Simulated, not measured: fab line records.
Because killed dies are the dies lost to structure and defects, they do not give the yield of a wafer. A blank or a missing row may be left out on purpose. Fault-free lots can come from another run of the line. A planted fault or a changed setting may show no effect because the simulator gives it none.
The same fault as seen by 3 desks -- flow n5 finfet -- numbers are kept per desk, each desk with only its own; the story behind them comes last

THE DEFECT DESK
For each lot, the counts of the inspections along the route, averaged over the sampled wafers that have a number. A lot is out of limits, marked OUT, if its mean lies more than 4 standard deviations from the usual mean; the brackets give that distance.
Columns: A = raw defect count at N5_MIM_TOP_LITHO_INSPECT_12, usual 2.0; B = raw defect count at N5_MIM_BOT_LITHO_INSPECT_12, usual 2.0
lot,first seen here,A,B
L230,day 12 20:49,2.7,3.0
L238,day 14 17:28,1.3,4.0
L241,day 15 23:50,2.0,3.0
L248,day 17 08:11,2.3,3.7
L246,day 17 09:05,2.7,1.7
L249,day 17 23:06,1.7,3.0
Finding of this desk: none of the 6 lots has anything out of limits.

THE TOOL OWNER'S DESK: pecvd-04
The tool's own readings at N5_MIM_TOP_ETCH_PECVD_03 (deposits SiNx from SiH4/NH3/N2, target thk 20 nm, time 17.6 s): means of the sampled wafers that have a number, for each lot that ran on this tool. A lot is out of limits, marked OUT, if its mean lies more than 4 standard deviations from the usual mean; the brackets give that distance.
Columns: A = chamber pressure Torr at N5_MIM_TOP_ETCH_PECVD_03, usual 1.500 Torr; B = heater power w at N5_MIM_TOP_ETCH_PECVD_03, usual 832 W; C = showerhead plenum p Torr at N5_MIM_TOP_ETCH_PECVD_03, usual 5.13 Torr; D = throttle valve pct at N5_MIM_TOP_ETCH_PECVD_03, usual 40.1 %
lot,first seen here,A,B,C,D
L238,day 14 17:47,1.503,887,5.07,40.7
L241,day 16 00:14,1.497,846,5.07,40.9
L246,day 17 09:25,1.500,836,5.02,41.3
Finding of this desk: none of the 3 lots has anything out of limits.

FROM THE METROLOGY DESK
Lot by lot, what the gauges showed, no matter which tool ran the lot: averages of those sampled wafers that carry a number. A lot is out of limits, marked OUT, if its mean lies more than 4 standard deviations from the usual mean; the brackets give that distance.
Columns: A = cd nm at N5_MIM_TOP_LITHO_CD_MEAS_08, usual 2000.3 nm; B = MIM_TOP_OVL at N5_MIM_TOP_LITHO_OVL_MEAS_11, usual -8 nm; C = cd nm at N5_MIM_BOT_LITHO_CD_MEAS_08, usual 3000.6 nm; D = MIM_BOT_OVL at N5_MIM_BOT_LITHO_OVL_MEAS_11, usual -1 nm
lot,first seen here,A,B,C,D
L230,day 12 20:46,2000.8,-11,3002.1,0
L238,day 14 17:25,1998.8,-9,3001.5,3
L241,day 15 23:46,2002.1,-11,2999.5,5
L248,day 17 08:07,2000.5,-12,2996.7,-8
L246,day 17 09:01,2000.7,-2,2999.9,0
L249,day 17 23:02,1997.2,2,3001.9,-5
Finding of this desk: none of the 6 lots has anything out of limits.

PUT TOGETHER
Nothing out of limits was seen by the defect desk.
The desk of the tool owner found nothing out of limits.
The metrology desk saw nothing out of limits.

WHAT WAS PUT IN BY THE SIMULATOR
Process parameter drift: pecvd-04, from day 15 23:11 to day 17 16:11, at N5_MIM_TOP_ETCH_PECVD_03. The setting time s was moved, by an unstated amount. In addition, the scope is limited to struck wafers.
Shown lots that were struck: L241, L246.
